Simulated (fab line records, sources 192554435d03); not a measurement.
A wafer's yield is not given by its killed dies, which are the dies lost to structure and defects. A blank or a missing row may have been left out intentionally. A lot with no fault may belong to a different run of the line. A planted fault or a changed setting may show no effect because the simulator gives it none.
Which tool is to blame? / flow n5 finfet / 24 lots with 72 wafers sampled at 5 steps, on a route of 1938 steps

## WHAT EACH GAUGE READ, for each wafer
N5_BEOL_M14_CD_MEAS_17 targets a cd of 250 nm.
lot=L076; measured=day 11 04:05; on=cd sem-01; cd nm (nm)=244.6 246.1 251.0
lot=L075; measured=day 11 12:32; on=cd sem-03; cd nm (nm)=244.2 246.3 247.7
lot=L074; measured=day 11 14:35; on=cd sem-01; cd nm (nm)=252.4 249.7 250.1
lot=L081; measured=day 12 12:41; on=cd sem-01; cd nm (nm)=254.9 253.8 250.1
lot=L077; measured=day 12 13:16; on=cd sem-03; cd nm (nm)=245.9 255.3 250.1
lot=L078; measured=day 12 13:59; on=cd sem-01; cd nm (nm)=253.4 250.8 251.1
lot=L079; measured=day 12 19:51; on=cd sem-03; cd nm (nm)=249.8 251.0 254.9
lot=L080; measured=day 12 20:11; on=cd sem-03; cd nm (nm)=251.8 247.3 246.7
lot=L082; measured=day 13 10:19; on=cd sem-01; cd nm (nm)=249.1 252.2 252.7
lot=L084; measured=day 13 18:32; on=cd sem-01; cd nm (nm)=252.6 251.8 251.1
lot=L083; measured=day 13 19:31; on=cd sem-01; cd nm (nm)=248.9 252.7 246.3
lot=L085; measured=day 14 02:04; on=cd sem-01; cd nm (nm)=252.2 254.2 252.8
lot=L086; measured=day 14 05:37; on=cd sem-01; cd nm (nm)=248.2 251.9 252.4
lot=L087; measured=day 14 09:45; on=cd sem-01; cd nm (nm)=244.3 248.8 250.8
lot=L089; measured=day 14 18:01; on=cd sem-03; cd nm (nm)=251.3 250.8 246.7
lot=L088; measured=day 14 18:32; on=cd sem-03; cd nm (nm)=249.2 249.8 251.2
lot=L090; measured=day 14 19:22; on=cd sem-03; cd nm (nm)=245.3 247.9 252.1
lot=L091; measured=day 15 03:56; on=cd sem-03; cd nm (nm)=253.5 250.9 253.0
lot=L093; measured=day 16 00:53; on=cd sem-02; cd nm (nm)=241.5 248.1 248.9
lot=L092; measured=day 16 01:18; on=cd sem-02; cd nm (nm)=248.7 244.8 247.6
lot=L095; measured=day 16 07:14; on=cd sem-01; cd nm (nm)=246.1 249.6 246.8
lot=L094; measured=day 16 07:36; on=cd sem-02; cd nm (nm)=247.7 255.3 254.5
lot=L096; measured=day 16 14:17; on=cd sem-03; cd nm (nm)=248.4 248.7 248.1
lot=L097; measured=day 16 16:28; on=cd sem-01; cd nm (nm)=253.9 251.4 251.1

N5_BEOL_M14_OVL_MEAS_29.
lot=L076; measured=day 11 04:26; on=overlay-01; M14_OVL (nm)=-3 0 1
lot=L075; measured=day 11 13:02; on=overlay-02; M14_OVL (nm)=1 1 0
lot=L074; measured=day 11 14:56; on=overlay-01; M14_OVL (nm)=5 -4 5
lot=L081; measured=day 12 13:10; on=overlay-01; M14_OVL (nm)=-5 2 3
lot=L077; measured=day 12 13:44; on=overlay-01; M14_OVL (nm)=-1 0 -1
lot=L078; measured=day 12 14:20; on=overlay-01; M14_OVL (nm)=1 4 3
lot=L079; measured=day 12 20:14; on=overlay-01; M14_OVL (nm)=9 4 12
lot=L080; measured=day 12 20:33; on=overlay-01; M14_OVL (nm)=3 5 -1
lot=L082; measured=day 13 10:41; on=overlay-02; M14_OVL (nm)=-1 5 4
lot=L084; measured=day 13 19:01; on=overlay-02; M14_OVL (nm)=-4 -1 -4
lot=L083; measured=day 13 19:53; on=overlay-02; M14_OVL (nm)=1 -6 -3
lot=L085; measured=day 14 02:32; on=overlay-02; M14_OVL (nm)=4 0 3
lot=L086; measured=day 14 05:58; on=overlay-02; M14_OVL (nm)=3 7 2
lot=L087; measured=day 14 10:14; on=overlay-02; M14_OVL (nm)=0 1 0
lot=L089; measured=day 14 18:29; on=overlay-01; M14_OVL (nm)=0 3 -8
lot=L088; measured=day 14 18:53; on=overlay-02; M14_OVL (nm)=11 6 7
lot=L090; measured=day 14 19:43; on=overlay-02; M14_OVL (nm)=8 -5 9
lot=L091; measured=day 15 04:17; on=overlay-01; M14_OVL (nm)=-1 5 3
lot=L093; measured=day 16 01:14; on=overlay-01; M14_OVL (nm)=-2 -3 6
lot=L092; measured=day 16 01:47; on=overlay-01; M14_OVL (nm)=10 11 12
lot=L095; measured=day 16 07:36; on=overlay-02; M14_OVL (nm)=8 4 3
lot=L094; measured=day 16 07:58; on=overlay-02; M14_OVL (nm)=9 15 13
lot=L096; measured=day 16 14:38; on=overlay-01; M14_OVL (nm)=5 5 0
lot=L097; measured=day 16 16:49; on=overlay-01; M14_OVL (nm)=2 4 3

N5_BEOL_M14_OCD_MEAS_35.
lot=L076; measured=day 11 05:15; on=ocd-01; trench depth nm (nm)=550 540 578
lot=L075; measured=day 11 13:42; on=ocd-02; trench depth nm (nm)=555 571 563
lot=L074; measured=day 11 15:37; on=ocd-01; trench depth nm (nm)=548 537 580
lot=L081; measured=day 12 13:50; on=ocd-01; trench depth nm (nm)=537 548 551
lot=L077; measured=day 12 14:29; on=ocd-02; trench depth nm (nm)=587 544 546
lot=L078; measured=day 12 15:11; on=ocd-02; trench depth nm (nm)=547 545 541
lot=L079; measured=day 12 21:08; on=ocd-01; trench depth nm (nm)=565 553 565
lot=L080; measured=day 12 21:38; on=ocd-02; trench depth nm (nm)=556 573 557
lot=L082; measured=day 13 11:41; on=ocd-02; trench depth nm (nm)=556 554 565
lot=L084; measured=day 13 20:02; on=ocd-02; trench depth nm (nm)=543 540 544
lot=L083; measured=day 13 20:44; on=ocd-02; trench depth nm (nm)=551 542 545
lot=L085; measured=day 14 04:25; on=ocd-01; trench depth nm (nm)=555 581 554
lot=L086; measured=day 14 07:46; on=ocd-01; trench depth nm (nm)=545 547 548
lot=L087; measured=day 14 10:54; on=ocd-01; trench depth nm (nm)=553 565 564
lot=L089; measured=day 14 19:31; on=ocd-02; trench depth nm (nm)=559 538 545
lot=L088; measured=day 14 19:53; on=ocd-02; trench depth nm (nm)=578 599 597
lot=L090; measured=day 14 20:41; on=ocd-02; trench depth nm (nm)=562 540 565
lot=L091; measured=day 15 05:26; on=ocd-01; trench depth nm (nm)=551 575 575
lot=L093; measured=day 16 01:55; on=ocd-01; trench depth nm (nm)=570 560 544
lot=L092; measured=day 16 02:27; on=ocd-02; trench depth nm (nm)=577 591 571
lot=L095; measured=day 16 08:16; on=ocd-02; trench depth nm (nm)=553 566 548
lot=L094; measured=day 16 08:37; on=ocd-01; trench depth nm (nm)=540 537 543
lot=L096; measured=day 16 15:20; on=ocd-02; trench depth nm (nm)=535 576 584
lot=L097; measured=day 16 17:29; on=ocd-01; trench depth nm (nm)=549 563 584

N5_BEOL_M15_THK_MEAS_01.
lot=L076; measured=day 11 08:27; on=film metro-01; M15_ILD_THK (nm)=1603 1615 1643
lot=L075; measured=day 11 19:51; on=film metro-01; M15_ILD_THK (nm)=1612 1621 1645
lot=L074; measured=day 11 18:34; on=film metro-02; M15_ILD_THK (nm)=1594 1591 1624
lot=L081; measured=day 12 19:37; on=film metro-02; M15_ILD_THK (nm)=1596 1629 1629
lot=L077; measured=day 12 19:50; on=film metro-02; M15_ILD_THK (nm)=1596 1612 1676
lot=L078; measured=day 12 20:01; on=film metro-02; M15_ILD_THK (nm)=1597 1668 1638
lot=L079; measured=day 13 02:53; on=film metro-02; M15_ILD_THK (nm)=1597 1603 1629
lot=L080; measured=day 13 03:28; on=film metro-01; M15_ILD_THK (nm)=1612 1632 1672
lot=L082; measured=day 13 16:10; on=film metro-02; M15_ILD_THK (nm)=1604 1647 1594
lot=L084; measured=day 14 00:37; on=film metro-01; M15_ILD_THK (nm)=1673 1625 1637
lot=L083; measured=day 14 01:37; on=film metro-01; M15_ILD_THK (nm)=1598 1634 1599
lot=L085; measured=day 14 08:01; on=film metro-01; M15_ILD_THK (nm)=1617 1668 1631
lot=L086; measured=day 14 10:37; on=film metro-02; M15_ILD_THK (nm)=1621 1640 1646
lot=L087; measured=day 14 17:22; on=film metro-01; M15_ILD_THK (nm)=1605 1600 1681
lot=L089; measured=day 14 21:36; on=film metro-02; M15_ILD_THK (nm)=1653 1643 1650
lot=L088; measured=day 15 00:03; on=film metro-02; M15_ILD_THK (nm)=1629 1592 1666
lot=L090; measured=day 15 01:23; on=film metro-02; M15_ILD_THK (nm)=1611 1630 1658
lot=L091; measured=day 15 08:17; on=film metro-01; M15_ILD_THK (nm)=1612 1634 1655
lot=L093; measured=day 16 06:39; on=film metro-02; M15_ILD_THK (nm)=1589 1598 1610
lot=L092; measured=day 16 09:12; on=film metro-02; M15_ILD_THK (nm)=1658 1652 1663
lot=L095; measured=day 16 12:14; on=film metro-02; M15_ILD_THK (nm)=1633 1610 1642
lot=L094; measured=day 16 12:53; on=film metro-01; M15_ILD_THK (nm)=1654 1655 1674
lot=L096; measured=day 16 19:04; on=film metro-01; M15_ILD_THK (nm)=1617 1685 1647
lot=L097; measured=day 16 22:50; on=film metro-02; M15_ILD_THK (nm)=1624 1656 1659

## WHICH TOOL RAN EACH LOT (tool, then ch and the chambers of the sampled wafers, then the start)
lot=L076; N5_BEOL_M14_PRE_CLEAN_42=pvd sputter-03, day 11 06:55
lot=L075; N5_BEOL_M14_PRE_CLEAN_42=pvd sputter-02, day 11 17:40
lot=L074; N5_BEOL_M14_PRE_CLEAN_42=pvd sputter-02, day 11 16:47
lot=L081; N5_BEOL_M14_PRE_CLEAN_42=pvd sputter-03, day 12 17:01
lot=L077; N5_BEOL_M14_PRE_CLEAN_42=pvd sputter-02, day 12 17:05
lot=L078; N5_BEOL_M14_PRE_CLEAN_42=pvd sputter-01, day 12 17:21
lot=L079; N5_BEOL_M14_PRE_CLEAN_42=pvd sputter-03, day 13 00:50
lot=L080; N5_BEOL_M14_PRE_CLEAN_42=pvd sputter-03, day 13 01:35
lot=L082; N5_BEOL_M14_PRE_CLEAN_42=pvd sputter-01, day 13 14:38
lot=L084; N5_BEOL_M14_PRE_CLEAN_42=pvd sputter-02, day 13 22:58
lot=L083; N5_BEOL_M14_PRE_CLEAN_42=pvd sputter-02, day 13 23:59
lot=L085; N5_BEOL_M14_PRE_CLEAN_42=pvd sputter-01, day 14 06:28
lot=L086; N5_BEOL_M14_PRE_CLEAN_42=pvd sputter-03, day 14 08:37
lot=L087; N5_BEOL_M14_PRE_CLEAN_42=pvd sputter-01, day 14 14:38
lot=L089; N5_BEOL_M14_PRE_CLEAN_42=pvd sputter-03, day 14 20:05
lot=L088; N5_BEOL_M14_PRE_CLEAN_42=pvd sputter-03, day 14 21:43
lot=L090; N5_BEOL_M14_PRE_CLEAN_42=pvd sputter-01, day 14 22:40
lot=L091; N5_BEOL_M14_PRE_CLEAN_42=pvd sputter-01, day 15 06:44
lot=L093; N5_BEOL_M14_PRE_CLEAN_42=pvd sputter-02, day 16 04:56
lot=L092; N5_BEOL_M14_PRE_CLEAN_42=pvd sputter-02, day 16 07:40
lot=L095; N5_BEOL_M14_PRE_CLEAN_42=pvd sputter-01, day 16 10:42
lot=L094; N5_BEOL_M14_PRE_CLEAN_42=pvd sputter-01, day 16 11:20
lot=L096; N5_BEOL_M14_PRE_CLEAN_42=pvd sputter-02, day 16 17:25
lot=L097; N5_BEOL_M14_PRE_CLEAN_42=pvd sputter-02, day 16 21:08
- N5_BEOL_M14_PRE_CLEAN_42: time 30 s.

## AS READ BY THE TOOLS THEMSELVES (means over the sampled wafers that have a number; for cases with no such wafer, the mark the record gives instead)
N5_BEOL_M14_PRE_CLEAN_42.
lot=L076; tool=pvd sputter-03; heater power w (W)=494; susceptor temp C (C)=300.04
lot=L075; tool=pvd sputter-02; heater power w (W)=544; susceptor temp C (C)=299.77
lot=L074; tool=pvd sputter-02; heater power w (W)=574; susceptor temp C (C)=299.88
lot=L081; tool=pvd sputter-03; heater power w (W)=405; susceptor temp C (C)=300.14
lot=L077; tool=pvd sputter-02; heater power w (W)=456; susceptor temp C (C)=299.93
lot=L078; tool=pvd sputter-01; heater power w (W)=452; susceptor temp C (C)=299.95
lot=L079; tool=pvd sputter-03; heater power w (W)=517; susceptor temp C (C)=299.98
lot=L080; tool=pvd sputter-03; heater power w (W)=445; susceptor temp C (C)=299.94
lot=L082; tool=pvd sputter-01; heater power w (W)=451; susceptor temp C (C)=299.92
lot=L084; tool=pvd sputter-02; heater power w (W)=501; susceptor temp C (C)=300.05
lot=L083; tool=pvd sputter-02; heater power w (W)=494; susceptor temp C (C)=300.07
lot=L085; tool=pvd sputter-01; heater power w (W)=475; susceptor temp C (C)=300.05
lot=L086; tool=pvd sputter-03; heater power w (W)=473; susceptor temp C (C)=299.96
lot=L087; tool=pvd sputter-01; heater power w (W)=494; susceptor temp C (C)=300.10
lot=L089; tool=pvd sputter-03; heater power w (W)=438; susceptor temp C (C)=299.97
lot=L088; tool=pvd sputter-03; heater power w (W)=454; susceptor temp C (C)=299.95
lot=L090; tool=pvd sputter-01; heater power w (W)=488; susceptor temp C (C)=299.96
lot=L091; tool=pvd sputter-01; heater power w (W)=474; susceptor temp C (C)=299.99
lot=L093; tool=pvd sputter-02; heater power w (W)=516; susceptor temp C (C)=300.06
lot=L092; tool=pvd sputter-02; heater power w (W)=525; susceptor temp C (C)=300.07
lot=L095; tool=pvd sputter-01; heater power w (W)=461; susceptor temp C (C)=299.94
lot=L094; tool=pvd sputter-01; heater power w (W)=506; susceptor temp C (C)=299.96
lot=L096; tool=pvd sputter-02; heater power w (W)=523; susceptor temp C (C)=299.92
lot=L097; tool=pvd sputter-02; heater power w (W)=484; susceptor temp C (C)=299.96

## THE ANSWER, worked out from the rows above alone
Rule: the usual values come from the lots themselves. Put in order of their means at a reading, lots are off if they are a third of the lots or fewer, leave a main group of 4 or more, and stand apart from it by a gap of 3 or more times the standard deviation of the main group's means; of several such gaps the widest counts. A main group whose means are all the same, to the digits that the tables above print for the reading, isn't used. Also off: a lot with no number at a reading for which 4 or more lots have one. All remaining lots with rows at the step are treated as sound. Order of review: gauges by route order, followed by the tools' own readings, for which a lot's mean as printed above is used. At the first step where some lot is off, the reading lying furthest off is the one used; lots without a number count as furthest.
No lot is off at any reading shown: from this, nothing can be told.

## WHAT THE SIMULATOR HAD PUT IN
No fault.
